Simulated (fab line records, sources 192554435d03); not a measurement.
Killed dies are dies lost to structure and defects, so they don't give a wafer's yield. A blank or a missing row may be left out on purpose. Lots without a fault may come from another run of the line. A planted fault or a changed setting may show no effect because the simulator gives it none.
fab line records | flow n5_finfet
record lots=5 wafers=15 last_day=18
route steps=1938 shown BEOL_M8@1376 BEOL_M9@1401
lots that met no fault: from a run of the same line without faults
start_h: hours from the record's first day to the start of the lot's first wafer shown | wait_h: hours since the lot's step before | " the same as in the row above | L1.1+2: a row that stands for several wafers | - no value, or no start given | * or withheld: withheld | < > ~ a bound
route shown NAME@n: a module of which the file shows steps, and the number in the route of the first | usual: mean/standard deviation of fault-free wafers | same: alike in all rows | chamber/n: place in a boat | sites: the reading at each site | _std_site: their standard deviation | _edge_site: outer sites' mean less inner sites' | radius_mm: how far each site lies from the wafer's centre | mask NAME#n: copy n | behind: the tool/chamber that last shaped the wafer | hold: why the lot was held/for how many hours/how that ended | device: the transistor (n, p or np) that didn't switch | end of line: the same wafers' tests at the end of the route | a step without rows: its recipe alone | killed: dies lost to structure and defects at the first sort, not the wafer's yield | map: a wafer's dies, x killed, . not, _ none there
set.NAME: the setting as run; set.NAME@STEP: as run at that earlier step | model.NAME: the simulator's own value behind a step, which no gauge read
lots at some steps of the route; a table a step, a row a wafer
services: from which hour (start_h, from the record's first day; less than 0 if before it) a tool's chamber was out of use, for how many hours, and why
## steps
# step N5_BEOL_M8_STRIP_36
# recipe chemistry=N2/H2 power_w=450 temp_c=40 pressure_mtorr=20 rf_frequency_hz=6e+07 overash_fraction=0.3 bias_power_w=7 h2_frac=0.5 n2_flow_sccm=200 h2_flow_sccm=200
# usual chamber_pressure_mTorr=20.00/0.035 drypump_motor_current_A=5.8/0.41 oes_product_au=0.82/0.095 power_w=450.0/1.3 rf_vpp_V=59.3/1.4 showerhead_plenum_p_Torr=2.55/0.086 throttle_valve_pct=23.54/0.21
# same overash_fraction=0.3
# columns lot.wafer tool chamber start_h wait_h chamber_pressure_mTorr drypump_motor_current_A oes_product_au power_w rf_hours_counter_h rf_vpp_V showerhead_plenum_p_Torr throttle_valve_pct
L076.1 rie_diel-02 2 209.61 0.0 19.98 6.3 0.87 449.8 60 58.2 2.69 23.48
L076.2 " 3 " " 20.05 6.6 0.73 449.1 169 59.2 2.51 23.74
L076.3 " 0 " " 20.04 6.0 0.77 447.6 120 59.1 2.44 23.33
L079.1 rie_diel-05 3 217.55 0.0 20.05 5.5 0.84 450.2 64 59.7 2.67 23.36
L079.2 " 2 " " 19.99 5.7 0.97 451.0 12 60.6 2.49 23.65
L079.3 " 1 " " 19.95 6.2 0.71 450.9 213 58.4 2.50 23.18
L081.1 rie_diel-05 3 248.28 0.0 20.02 5.5 0.81 449.7 76 62.5 2.67 23.37
L081.4 " 2 " " 19.98 5.7 0.93 448.7 23 59.6 2.49 23.65
L081.6 " 1 " " 19.90 6.2 0.70 450.1 - 59.1 2.50 23.23
L087.1 rie_diel-05 1 293.99 0.0 19.94 6.1 0.69 450.7 239 59.4 2.49 23.22
L087.2 " 0 " " 19.97 5.6 0.92 448.4 24 57.7 2.50 23.79
L087.4 " 2 " " 20.06 5.7 0.92 451.4 37 58.7 2.48 23.69
L097.3 rie_diel-02 0 352.84 0.0 20.01 6.0 0.73 452.3 - 57.1 2.42 23.38
L097.4 " 2 " " 20.04 6.3 0.80 449.8 - 58.4 2.67 23.52
L097.6 " 2 " " 19.98 6.4 0.80 449.7 - 59.3 2.67 23.56
# step N5_BEOL_M8_TRENCH_ETCH_37
# recipe chemistry=C4F6/O2 target_depth_a=934.78 target=SiCOH_lowk time_s=31.2 ion_energy_ev=250 pressure_mtorr=30 source_w=345 bias_w=185 Ar_flow_sccm=300 C4F6_flow_sccm=10 O2_flow_sccm=10
# usual chamber_pressure_mTorr=29.999/0.026 drypump_motor_current_A=5.8/0.41 oes_f_703_au=0.81/0.087 oes_product_au=0.82/0.092 rf_vpp_V=668/15 showerhead_plenum_p_Torr=2.87/0.091 throttle_valve_pct=20.91/0.13
# columns lot.wafer tool chamber start_h wait_h chamber_pressure_mTorr drypump_motor_current_A oes_f_703_au oes_product_au rf_hours_counter_h rf_vpp_V showerhead_plenum_p_Torr throttle_valve_pct
L076.1 rie_diel-02 2 - - 29.977 6.3 0.86 0.85 60 640 3.00 20.73
L076.2 " 3 " " 30.004 6.6 0.74 0.73 169 661 2.84 20.94
L076.3 " 0 " " 29.983 6.0 0.76 0.77 120 673 2.75 20.92
L079.1 rie_diel-05 3 - - 29.996 5.5 0.81 0.84 64 685 3.01 20.94
L079.2 " 2 " " 30.021 5.7 0.96 0.96 12 654 2.81 20.83
L079.3 " 1 " " 30.006 6.2 0.70 0.71 213 689 2.84 20.89
L081.1 rie_diel-05 3 - - 29.968 5.5 0.80 0.82 76 686 3.01 20.98
L081.4 " 2 " " 29.995 5.7 0.94 0.93 23 655 2.80 20.85
L081.6 " 1 " " 30.030 6.2 0.69 0.70 - 689 2.83 20.89
L087.1 rie_diel-05 1 - - 29.961 6.2 0.68 0.69 239 688 2.83 20.92
L087.2 " 0 " " 30.023 5.6 0.90 0.91 24 661 2.78 20.70
L087.4 " 2 " " 30.000 5.7 0.90 0.91 37 653 2.80 20.87
L097.3 rie_diel-02 0 - - 29.998 6.0 0.72 0.73 - 673 2.72 20.99
L097.4 " 2 " " 30.058 6.4 0.82 0.80 - 638 2.97 20.79
L097.6 " 2 " " 30.046 6.4 0.81 0.80 - 640 2.97 20.80
# step N5_BEOL_M8_ETCH_41
# recipe chemistry=CH3F/O2 target=SiCN target_depth_a=319 taper_deg=2 time_s=57.8 ion_energy_ev=120 mask_material=TiN pressure_mtorr=30 source_w=395 bias_w=75 Ar_flow_sccm=150 CH3F_flow_sccm=30 O2_flow_sccm=20
# usual chamber_pressure_mTorr=30.00/0.036 drypump_motor_current_A=5.8/0.41 oes_product_au=0.82/0.091 rf_vpp_V=297.5/1.6 showerhead_plenum_p_Torr=2.02/0.067 throttle_valve_pct=16.29/0.14
# columns lot.wafer tool chamber start_h wait_h chamber_pressure_mTorr drypump_motor_current_A oes_product_au rf_hours_counter_h rf_vpp_V showerhead_plenum_p_Torr throttle_valve_pct
L076.1 rie_diel-02 2 - - 30.02 6.4 0.85 60 299.6 2.11 16.11
L076.2 " 3 " " 29.98 6.6 0.73 169 296.6 1.99 16.37
L076.3 " 0 " " 29.97 6.0 0.78 120 295.8 1.92 16.32
L079.1 rie_diel-05 3 - - 30.02 5.5 0.84 64 298.9 2.12 16.30
L079.2 " 2 " " 29.97 5.7 0.96 12 297.1 1.97 16.13
L079.3 " 1 " " 30.00 6.2 0.72 213 297.6 1.99 16.34
L081.1 rie_diel-05 3 - - 30.00 5.5 0.81 76 300.5 2.12 16.33
L081.4 " 2 " " 29.95 5.7 0.92 23 295.6 1.97 16.17
L081.6 " 1 " " 30.00 6.2 0.70 - 295.8 1.99 16.36
L087.1 rie_diel-05 1 - - 29.99 6.2 0.70 239 297.5 1.98 16.39
L087.2 " 0 " " 30.02 5.6 0.91 24 297.0 1.96 16.06
L087.4 " 2 " " 30.01 5.7 0.91 37 296.9 1.96 16.20
L097.3 rie_diel-02 0 - - 30.01 6.0 0.73 - 296.4 1.91 16.40
L097.4 " 2 " " 29.98 6.3 0.80 - 300.1 2.09 16.21
L097.6 " 2 " " 30.02 6.4 0.79 - 298.0 2.09 16.19
# step N5_BEOL_M8_STRIP_80
# recipe chemistry=N2/H2 time_s=10 power_w=450 temp_c=40 pressure_mtorr=20 rf_frequency_hz=6e+07 bias_power_w=7 n2_flow_sccm=200 h2_flow_sccm=200
# usual chamber_pressure_mTorr=19.999/0.017 drypump_motor_current_A=5.8/0.41 oes_product_au=0.82/0.095 rf_vpp_V=59.3/0.83 showerhead_plenum_p_Torr=2.55/0.086 throttle_valve_pct=23.54/0.21
# columns lot.wafer tool chamber start_h wait_h chamber_pressure_mTorr drypump_motor_current_A oes_product_au rf_hours_counter_h rf_vpp_V showerhead_plenum_p_Torr throttle_valve_pct
L076.1 rie_diel-02 2 - - 20.025 6.4 0.85 60 58.6 2.69 23.47
L076.2 " 3 " " 20.011 6.6 0.73 169 59.9 2.51 23.73
L076.3 " 0 " " 19.990 6.0 0.77 120 59.2 2.44 23.33
L079.1 rie_diel-05 3 - - 20.003 5.5 0.85 64 59.2 2.67 23.34
L079.2 " 2 " " 19.979 5.7 0.97 12 58.9 2.49 23.65
L079.3 " 1 " " 19.993 6.2 0.72 213 56.4 2.50 23.17
L081.1 rie_diel-05 3 - - 19.986 5.5 0.82 76 58.9 2.67 23.37
L081.4 " 2 " " 19.991 5.7 0.94 23 59.3 2.49 23.65
L081.6 " 1 " " 19.996 6.2 0.71 - 58.8 2.50 23.20
L087.1 rie_diel-05 1 - - 19.999 6.2 0.69 239 58.7 2.49 23.21
L087.2 " 0 " " 19.996 5.6 0.92 24 58.1 2.50 23.78
L087.4 " 2 " " 19.962 5.7 0.91 37 60.5 2.48 23.67
L097.3 rie_diel-02 0 - - 20.009 6.0 0.73 - 58.3 2.42 23.39
L097.4 " 2 " " 19.978 6.4 0.79 - 60.1 2.67 23.54
L097.6 " 2 " " 19.994 6.4 0.80 - 60.7 2.67 23.53
# step N5_BEOL_M8_OCD_MEAS_38
# usual trench_depth_nm=93.8/1.4
# columns lot.wafer tool chamber start_h wait_h trench_depth_nm
L076.1 ocd-02 - 209.80 - 94.2
L076.2 " - " " 92.5
L076.3 " - " " 93.8
L079.1 ocd-01 - 217.75 - 92.6
L079.2 " - " " 93.5
L079.3 " - " " 94.0
L081.1 ocd-02 - 248.47 - 92.5
L081.4 " - " " 92.5
L081.6 " - " " 93.4
L087.1 ocd-02 - 294.19 - 93.5
L087.2 " - " " 95.1
L087.4 " - " " 93.9
L097.3 ocd-02 - 353.10 - 93.1
L097.4 " - " " 93.1
L097.6 " - " " 93.9
# step N5_BEOL_M8_HM_STRIP_39
# recipe chemistry=peroxide_tin_strip material=TiN target_depth_a=250 temp_c=50 time_s=158
# columns lot.wafer tool chamber start_h wait_h
L076.1+2+3 wet_bench-01 2,1,0 209.84 0.0
L079.1+2+3 wet_bench-06 2,4,3 217.78 0.0
L081.1+4+6 wet_bench-06 3,7,2 248.51 0.0
L087.1+2+4 wet_bench-06 4,3,2 294.22 0.0
L097.3+4+6 wet_bench-06 7,4,0 353.13 0.0
# step N5_BEOL_M8_SRD_40
# recipe time_s=30 temp_c=23 rinse_liquid=diw dry=ipa_marangoni
# usual do_supply_ppb=10.01/0.11
# columns lot.wafer tool chamber start_h wait_h do_supply_ppb
L076.1 wet_bench-01 2 209.88 0.0 10.08
L076.2 " 1 " " 9.82
L076.3 " 0 " " 10.03
L079.1 wet_bench-06 2 217.83 0.0 10.19
L079.2 " 4 " " 10.10
L079.3 " 3 " " 9.93
L081.1 wet_bench-06 3 248.55 0.0 9.98
L081.4 " 7 " " 9.98
L081.6 " 2 " " 10.08
L087.1 wet_bench-06 4 294.27 0.0 9.96
L087.2 " 3 " " 9.91
L087.4 " 2 " " 10.09
L097.3 wet_bench-06 7 353.18 0.0 10.13
L097.4 " 4 " " 10.17
L097.6 " 0 " " 10.05
# step N5_BEOL_M8_PRECLEAN_42
# recipe chemistry=residue_remover time_s=60 temp_c=40
# columns lot.wafer tool chamber start_h wait_h
L076.1+2+3 wet_bench-01 2,1,0 209.90 0.0
L079.1+2+3 wet_bench-06 2,4,3 217.85 0.0
L081.1+4+6 wet_bench-06 3,7,2 248.57 0.0
L087.1+2+4 wet_bench-06 4,3,2 294.29 0.0
L097.3+4+6 wet_bench-06 7,4,0 353.20 0.0
# step N5_BEOL_M8_SRD_43
# recipe time_s=30 temp_c=23 rinse_liquid=diw dry=ipa_marangoni
# usual do_supply_ppb=10.00/0.11
# columns lot.wafer tool chamber start_h wait_h do_supply_ppb
L076.1 wet_bench-01 2 209.92 0.0 9.90
L076.2 " 1 " " 10.13
L076.3 " 0 " " 9.91
L079.1 wet_bench-06 2 217.87 0.0 9.96
L079.2 " 4 " " 9.89
L079.3 " 3 " " 10.17
L081.1 wet_bench-06 3 248.59 0.0 9.97
L081.4 " 7 " " 10.03
L081.6 " 2 " " 9.88
L087.1 wet_bench-06 4 294.31 0.0 10.10
L087.2 " 3 " " 10.18
L087.4 " 2 " " 9.87
L097.3 wet_bench-06 7 353.21 0.0 9.91
L097.4 " 4 " " 10.06
L097.6 " 0 " " 10.11
# step N5_BEOL_M8_CD_MEAS_35
# recipe target_cd_nm=40 polarity=opening
# usual cd_nm=39.8/0.54
# columns lot.wafer tool chamber start_h wait_h cd_nm
L076.1 cd_sem-01 - 209.96 0.0 39.9
L076.2 " - " " 40.7
L076.3 " - " " 41.0
L079.1 cd_sem-02 - 217.91 0.0 39.3
L079.2 " - " " 39.1
L079.3 " - " " 39.9
L081.1 cd_sem-01 - 248.63 0.0 39.3
L081.4 " - " " 40.1
L081.6 " - " " 40.6
L087.1 cd_sem-03 - 294.35 0.0 39.9
L087.2 " - " " 40.5
L087.4 " - " " 39.2
L097.3 cd_sem-01 - 353.26 0.0 39.1
L097.4 " - " " 39.4
L097.6 " - " " 39.0
# step N5_BEOL_M8_CURE_75
# recipe temp_c=370 time_s=120 ambient=DMADMS/He material=SiCOH_lowk
# usual lamp_power_pct=52.31/0.051 wafer_temp_C_max=371.9/0.57
# columns lot.wafer tool chamber start_h wait_h lamp_power_pct wafer_temp_C_max
L076.1 uv_cure-01 0 210.00 0.0 52.38 372.4
L076.2 " 0 " " 52.30 371.9
L076.3 " 0 " " 52.36 371.5
L079.1 uv_cure-02 2 217.95 0.0 52.32 371.2
L079.2 " 2 " " 52.27 371.3
L079.3 " 2 " " 52.27 371.7
L081.1 uv_cure-02 1 248.67 0.0 52.39 372.3
L081.4 " 1 " " 52.31 371.4
L081.6 " 1 " " 52.28 372.1
L087.1 uv_cure-03 0 294.49 0.1 52.25 372.2
L087.2 " 0 " " 52.22 371.2
L087.4 " 0 " " 52.28 371.8
L097.3 uv_cure-01 0 353.40 0.1 52.38 371.7
L097.4 " 0 " " 52.38 372.0
L097.6 " 0 " " 52.23 371.4
# step N5_BEOL_M8_DEGAS_44
# recipe ambient=vacuum temp_c=250 time_s=60
# usual heater_power_w=341/45 susceptor_temp_C=250.00/0.18
# columns lot.wafer tool chamber start_h wait_h heater_power_w susceptor_temp_C
L076.1 pvd_sputter-02 - 210.45 0.4 422 250.25
L076.2 " - " " 354 250.27
L076.3 " - " " 420 250.01
L079.1 pvd_sputter-03 - 218.68 0.6 295 250.06
L079.2 " - " " 311 249.79
L079.3 " - " " 353 249.94
L081.1 pvd_sputter-02 - 250.25 1.5 431 250.02
L081.4 " - " " 351 249.86
L081.6 " - " " 361 250.26
L087.1 pvd_sputter-03 - 294.90 0.4 353 249.84
L087.2 " - " " 305 249.78
L087.4 " - " " 359 250.19
L097.3 pvd_sputter-03 - 354.21 0.8 306 249.92
L097.4 " - " " 294 249.70
L097.6 " - " " 346 249.75
# step N5_BEOL_M8_PRE_CLEAN_45
# recipe gas=H2/He time_s=30 temp_c=250
# usual heater_power_w=342/46 susceptor_temp_C=249.98/0.18
# columns lot.wafer tool chamber start_h wait_h heater_power_w susceptor_temp_C
L076.1 pvd_sputter-02 - 210.49 0.0 420 249.74
L076.2 " - " " 353 249.59
L076.3 " - " " 422 249.96
L079.1 pvd_sputter-03 - 218.72 0.0 287 249.64
L079.2 " - " " 320 249.86
L079.3 " - " " 347 250.04
L081.1 pvd_sputter-02 - 250.29 0.0 421 249.70
L081.4 " - " " 350 249.87
L081.6 " - " " 347 249.79
L087.1 pvd_sputter-03 - 294.94 0.0 358 250.03
L087.2 " - " " 301 249.99
L087.4 " - " " 351 249.68
L097.3 pvd_sputter-03 - 354.25 0.0 310 249.98
L097.4 " - " " 291 250.17
L097.6 " - " " 354 250.18
# step N5_BEOL_M8_ALD_77
# recipe material=TaN target_thk_a=20 temp_c=275 ald_precursor_family=PDMAT ald_co_reactant=NH3 pressure_torr=3 carrier_flow_sccm=1500 pulse_time_s=2 purge_time_s=3 co_reactant_purge_time_s=2 co_reactant_pulse_time_s=3 ald_cycles=40 precursor_vessel_temp_c=75 precursor_vessel_pressure_torr=26.25 precursor_vessel_carrier_sccm=1000
# usual heater_power_w=420/27 susceptor_temp_C=275.00/0.2
# columns lot.wafer tool chamber start_h wait_h heater_power_w susceptor_temp_C
L076.1 ald_metal-03 3 210.55 0.0 412 274.72
L076.2 " 1 " " 371 274.73
L076.3 " 0 " " 421 274.92
L079.1 ald_metal-02 2 218.86 0.1 411 275.01
L079.2 " 1 " " 418 275.36
L079.3 " 0 " " 386 274.72
L081.1 ald_metal-03 2 250.35 0.0 394 275.08
L081.4 " 3 " " 409 274.99
L081.6 " 1 " " 368 275.25
L087.1 ald_metal-03 1 295.00 0.0 366 274.86
L087.2 " 3 " " 421 275.28
L087.4 " 2 " " 395 274.95
L097.3 ald_metal-01 0 354.35 0.1 457 274.70
L097.4 " 3 " " 388 274.52
L097.6 " 0 " " 469 274.74
# step N5_BEOL_M8_SURFACE_TREAT_79
# recipe gas=Ar time_s=* ion_energy_ev=* ion_current_ma_cm2=0.5 pressure_mtorr=* ar_flow_sccm=30
# usual throttle_valve_pct=*
# columns lot.wafer tool chamber start_h wait_h throttle_valve_pct
L076.1 pvd_sputter-02 - 210.89 0.2 *
L076.2 " - " " *
L076.3 " - " " *
L079.1 pvd_sputter-03 - 219.24 0.3 *
L079.2 " - " " *
L079.3 " - " " *
L081.1 pvd_sputter-02 - 250.67 0.2 *
L081.4 " - " " *
L081.6 " - " " *
L087.1 pvd_sputter-03 - 295.34 0.2 *
L087.2 " - " " *
L087.4 " - " " *
L097.3 pvd_sputter-01 - 354.69 0.2 *
L097.4 " - " " *
L097.6 " - " " *
# step N5_BEOL_M8_CVD_78
# recipe material=Co target_thk_a=20 temp_c=withheld precursor=CCTBA/H2 pressure_torr=30 time_s=142.3
# columns lot.wafer tool chamber start_h wait_h
L076.1+2+3 cvd_co-02 1,2,0 211.05 0.1
L079.1+2+3 cvd_co-01 1,0,2 219.34 0.1
L081.1+4+6 cvd_co-02 1,2,1 250.84 0.1
L087.1+2+4 cvd_co-02 0,2,1 295.42 0.1
L097.3+4+6 cvd_co-01 2,0,0 354.81 0.1
# step N5_BEOL_M8_SPUTTER_48
# recipe material=Cu target_thk_a=100 temp_c=-20 bias_v=60 power_w=26000 chamber_pressure_pa=0.13 time_s=1.667
# usual bias_v=60.0/0.63 susceptor_temp_C=-19.98/0.11 throttle_valve_pct=29.7/1.2
# columns lot.wafer tool chamber start_h wait_h bias_v susceptor_temp_C throttle_valve_pct
L076.1 pvd_sputter-02 - 211.17 0.1 60.1 -20.04 30.8
L076.2 " - " " 59.3 -19.87 30.7
L076.3 " - " " 60.0 -20.06 31.0
L079.1 pvd_sputter-03 - 219.57 0.2 60.0 -19.94 30.5
L079.2 " - " " 60.9 -19.97 27.2
L079.3 " - " " 59.2 -20.01 28.3
L081.1 pvd_sputter-03 - 251.14 0.3 59.7 -19.91 30.4
L081.4 " - " " 59.5 -19.99 28.8
L081.6 " - " " 59.3 -20.04 30.5
L087.1 pvd_sputter-01 - 295.58 0.1 61.1 -20.00 30.6
L087.2 " - " " 59.5 -19.86 28.3
L087.4 " - " " 60.0 -19.97 30.7
L097.3 pvd_sputter-02 - 355.05 0.2 59.6 -19.89 30.8
L097.4 " - " " 59.2 -20.00 30.5
L097.6 " - " " 61.0 -19.78 29.9
# step N5_BEOL_M8_ECD_50
# recipe material=Cu target_thk_a=3000
# columns lot.wafer tool chamber start_h wait_h
L076.1+2+3 ecd_cu-01 0,1,1 211.28 0.1
L079.1+2+3 ecd_cu-02 1,0,1 219.69 0.1
L081.1+4+6 ecd_cu-02 0,1,0 251.29 0.1
L087.1+2+4 ecd_cu-02 1,0,0 295.69 0.1
L097.3+4+6 ecd_cu-01 0,1,0 355.21 0.1
# step N5_BEOL_M8_ANNEAL_51
# recipe temp_c=225 time_s=90 ambient=N2
# usual anneal_temp_c=225.00/0.17 wafer_temp_C_max=226.0/0.45
# columns lot.wafer tool chamber start_h wait_h anneal_temp_c wafer_temp_C_max
L076.1 rtp_anneal-01 0 211.51 0.2 225.25 225.6
L076.2 " 0 " " 224.94 225.6
L076.3 " 0 " " 225.06 225.9
L079.1 rtp_anneal-01 0 219.82 0.1 224.96 225.3
L079.2 " 0 " " 225.29 225.6
L079.3 " 0 " " 225.33 225.3
L081.1 rtp_anneal-02 0 252.09 0.8 225.14 226.3
L081.4 " 0 " " 225.19 226.6
L081.6 " 0 " " 225.07 226.9
L087.1 rtp_anneal-01 0 295.90 0.2 225.24 225.7
L087.2 " 0 " " 225.32 225.7
L087.4 " 0 " " 225.30 225.7
L097.3 rtp_anneal-02 0 355.38 0.1 224.89 226.4
L097.4 " 0 " " 225.13 226.3
L097.6 " 0 " " 225.05 226.8
# step N5_BEOL_M8_CMP_52
# recipe stop_on=SiCOH_lowk t_overpolish_s=6.9 down_force_psi=1 platen_rpm=50 clearing_platen_down_force_psi=1.5 clearing_platen_rpm=50 post_cmp_clean=cu_alkaline target_thk_nm=80 clearing_platen_pad_velocity_m_s=0.99484 pad_velocity_m_s=0.99484
# usual barrier_field_endpoint_s=28.9/0.74 motor_current_A=6.1/0.65 overpolish_run_s=6.900/0.0093 time_to_endpoint_s=62.6/3
# columns lot.wafer tool chamber start_h wait_h barrier_field_endpoint_s motor_current_A overpolish_run_s time_to_endpoint_s
L076.1 cmp-02 0 211.81 0.3 29.1 6.7 6.875 64.6
L076.3 " 2 " " 27.7 5.2 6.891 61.7
L076.2 " 3 " " 29.8 5.7 6.872 66.5
L079.3 cmp-03 2 220.11 0.2 28.8 6.7 6.896 64.8
L079.1 " 3 " " 28.5 5.3 6.904 61.5
L079.2 " 0 " " 28.2 5.2 6.894 58.8
L081.1 cmp-02 3 252.46 0.3 29.2 5.4 6.917 68.5
L081.4 " 0 " " 29.2 6.8 6.890 68.0
L081.6 " 2 " " 28.2 5.2 6.891 59.4
L087.2 cmp-03 3 296.19 0.2 30.5 5.3 6.910 63.5
L087.1 " 0 " " 28.8 5.4 6.890 61.7
L087.4 " 2 " " 31.3 7.3 6.897 70.0
L097.4 cmp-04 2 355.58 0.1 28.9 6.7 6.908 59.4
L097.3 " 1 " " 27.3 5.9 6.910 57.1
L097.6 " 2 " " 29.1 6.7 6.888 58.8
# step N5_BEOL_M8_THK_MEAS_53
# recipe thk_meas_gauge=xrf reads=Cu_of_BEOL_M8_ECD_50
# usual M8_THK=79.2/2
# columns lot.wafer tool chamber start_h wait_h M8_THK[nm]
L076.1 film_metro-01 - 212.11 - 77.7
L076.2 " - " " 78.6
L076.3 " - " " 77.6
L079.1 film_metro-01 - 220.41 - 76.5
L079.2 " - " " 77.6
L079.3 " - " " 79.5
L081.1 film_metro-01 - 252.68 - 78.7
L081.4 " - " " 78.9
L081.6 " - " " 77.6
L087.1 film_metro-02 - 296.49 - 77.3
L087.2 " - " " 78.6
L087.4 " - " " 80.9
L097.3 film_metro-02 - 355.88 - 76.5
L097.4 " - " " 77.3
L097.6 " - " " 79.3
# step N5_BEOL_M8_PRE_CLEAN_55
# recipe gas=NH3 time_s=15 temp_c=withheld rf_power_w=300
# columns lot.wafer tool chamber start_h wait_h
L076.1+2+3 pecvd-02 1,0,2 212.14 0.0
L079.1+2+3 pecvd-02 0,2,1 220.44 0.0
L081.1+4+6 pecvd-03 1,1,0 252.72 0.0
L087.1+2+4 pecvd-03 1,0,1 296.53 0.0
L097.3+4+6 pecvd-04 1,2,1 355.91 0.0
# step N5_BEOL_M8_DEP_56
# recipe material=SiCN target_thk_a=100 temp_c=withheld precursor=3MS/NH3 pressure_torr=3 rf_w=202 time_s=17.5
# usual showerhead_plenum_p_Torr=3.666/0.012 throttle_valve_pct=8.8/0.31
# columns lot.wafer tool chamber start_h wait_h showerhead_plenum_p_Torr throttle_valve_pct
L076.1 pecvd-02 1 212.17 0.0 3.665 8.4
L076.2 " 0 " " 3.653 8.8
L076.3 " 2 " " 3.672 9.2
L079.1 pecvd-02 0 220.47 0.0 3.653 9.0
L079.2 " 2 " " 3.675 8.8
L079.3 " 1 " " 3.661 8.3
L081.1 pecvd-03 1 252.74 0.0 3.688 8.6
L081.4 " 1 " " 3.683 8.7
L081.6 " 0 " " 3.653 9.1
L087.1 pecvd-03 1 296.55 0.0 3.678 8.7
L087.2 " 0 " " 3.665 9.1
L087.4 " 1 " " 3.685 8.4
L097.3 pecvd-04 1 355.94 0.0 3.667 9.0
L097.4 " 2 " " 3.654 9.1
L097.6 " 1 " " 3.657 9.1
# step N5_BEOL_M8_RS_MEAS_57
# recipe thk_meas_gauge=four-point-probe reads=Cu_of_BEOL_M8_ECD_50+Co_of_BEOL_M8_CVD_78+TaN_of_BEOL_M8_ALD_77
# usual M8_RS=0.286/0.0084
# columns lot.wafer tool chamber start_h wait_h M8_RS[ohm/sq]
L076.1 film_metro-02 - 212.24 0.1 0.294
L076.2 " - " " 0.289
L076.3 " - " " 0.294
L079.1 film_metro-01 - 220.54 0.1 0.296
L079.2 " - " " 0.292
L079.3 " - " " 0.285
L081.1 film_metro-01 - 252.81 0.1 0.289
L081.4 " - " " 0.287
L081.6 " - " " 0.293
L087.1 film_metro-02 - 296.62 0.1 0.293
L087.2 " - " " 0.290
L087.4 " - " " 0.280
L097.3 film_metro-02 - 356.01 0.1 0.298
L097.4 " - " " 0.295
L097.6 " - " " 0.287
# step N5_BEOL_M8_INSPECT_58
# recipe inspect_instrument=darkfield mode=post_dep
# usual raw_defect_count=72/21
# columns lot.wafer tool chamber start_h wait_h raw_defect_count
L076.1 defect_inspect-01 - 212.26 0.0 119
L076.2 " - " " 59
L076.3 " - " " 76
L079.1 defect_inspect-02 - 220.56 0.0 61
L079.2 " - " " 86
L079.3 " - " " 117
L081.1 defect_inspect-01 - 252.84 0.0 68
L081.4 " - " " 62
L081.6 " - " " 75
L087.1 defect_inspect-01 - 296.64 0.0 71
L087.2 " - " " 34
L087.4 " - " " 47
L097.3 defect_inspect-01 - 356.03 0.0 84
L097.4 " - " " 66
L097.6 " - " " 65
# step N5_BEOL_M9_ILD_DEP_00
# recipe material=SiCOH_lowk target_thk_a=3085.1 temp_c=300 precursor=DEMS/porogen pressure_torr=5 rf_w=500 time_s=58
# usual heater_power_w=270/26 showerhead_plenum_p_Torr=5.734/0.011 susceptor_temp_C=299.98/0.17 throttle_valve_pct=13.9/0.49
# columns lot.wafer tool chamber start_h wait_h heater_power_w showerhead_plenum_p_Torr susceptor_temp_C throttle_valve_pct
L076.1 pecvd-04 1 212.30 0.0 233 5.742 299.83 14.0
L076.2 " 2 " " 308 5.719 300.12 13.2
L076.3 " 0 " " 310 5.729 299.89 13.9
L079.1 pecvd-01 0 220.60 0.0 286 5.733 300.10 14.4
L079.2 " 1 " " 290 5.726 299.90 14.3
L079.3 " 2 " " 224 5.738 299.81 13.8
L081.1 pecvd-02 2 252.88 0.0 250 5.727 299.92 13.6
L081.4 " 1 " " 287 5.729 299.93 13.0
L081.6 " 2 " " 275 5.748 300.08 13.8
L087.1 pecvd-01 1 296.68 0.0 262 5.733 299.89 14.2
L087.2 " 0 " " 295 5.742 300.06 14.6
L087.4 " 2 " " 248 5.728 299.91 13.8
L097.3 pecvd-02 2 356.10 0.1 292 5.769 299.99 13.7
L097.4 " 0 " " 269 5.731 299.85 13.5
L097.6 " 2 " " 292 5.743 300.06 13.4
# step N5_BEOL_M9_CURE_71
# recipe temp_c=385 time_s=240 ambient=He/Ar material=SiCOH_lowk
# usual lamp_power_pct=52.31/0.053 wafer_temp_C_max=387.0/0.67
# columns lot.wafer tool chamber start_h wait_h lamp_power_pct wafer_temp_C_max
L076.1 uv_cure-02 2 212.39 0.1 52.31 386.7
L076.2 " 2 " " 52.25 386.5
L076.3 " 2 " " 52.35 386.5
L079.1 uv_cure-01 0 220.68 0.0 52.23 387.0
L079.2 " 0 " " 52.25 387.1
L079.3 " 0 " " 52.33 386.6
L081.1 uv_cure-02 0 252.95 0.0 52.28 386.4
L081.4 " 0 " " 52.26 387.2
L081.6 " 0 " " 52.28 386.1
L087.1 uv_cure-03 0 296.86 0.1 52.24 386.4
L087.2 " 0 " " 52.35 386.5
L087.4 " 0 " " 52.33 386.6
L097.3 uv_cure-02 2 356.34 0.2 52.41 387.1
L097.4 " 2 " " 52.34 385.9
L097.6 " 2 " " 52.22 386.0
# step N5_BEOL_M9_THK_MEAS_01
# recipe reads=SiCOH_lowk_of_BEOL_M9_ILD_DEP_00
# usual M9_ILD_THK=267/3.8
# columns lot.wafer tool chamber start_h wait_h M9_ILD_THK[nm]
L076.1 film_metro-02 - 212.90 0.4 262
L076.2 " - " " 270
L076.3 " - " " 264
L079.1 film_metro-02 - 221.19 0.4 263
L079.2 " - " " 265
L079.3 " - " " 260
L081.1 film_metro-01 - 253.47 0.4 264
L081.4 " - " " 265
L081.6 " - " " 271
L087.1 film_metro-02 - 297.37 0.4 265
L087.2 " - " " 265
L087.4 " - " " 266
L097.3 film_metro-02 - 356.69 0.3 272
L097.4 " - " " 269
L097.6 " - " " 270
## services
# columns tool chamber start_h hours kind
ecd_cu-01 - 188.56 0.3 repair
ecd_cu-02 - 189.58 8.1 pm
rie_diel-02 - 195.44 3.7 repair
rtp_anneal-01 - 213.17 4.2 pm
uv_cure-03 - 221.96 2.1 pm
cvd_co-02 - 225.47 2.8 pm
cmp-02 - 229.35 4.1 pm
uv_cure-02 - 231.23 0.5 repair
cmp-02 - 233.66 4.0 pm
rie_diel-02 2 248.76 6.5 repair
uv_cure-03 - 252.88 0.7 repair
uv_cure-01 - 270.30 28.1 pm
cvd_co-02 2 273.88 8.6 repair
ald_metal-03 0 323.34 23.8 repair
uv_cure-02 - 324.05 0.2 repair
cvd_co-02 - 325.96 6.9 pm
pecvd-03 - 327.41 6.0 pm
pecvd-04 2 332.11 9.5 repair
rie_diel-05 0 336.10 17.6 repair
ald_metal-03 - 337.33 14.0 pm
uv_cure-02 - 338.03 7.5 pm
pecvd-03 - 338.83 1.1 repair
uv_cure-02 - 345.58 2.8 pm
rie_diel-02 3 345.83 8.4 repair
## key
fault none
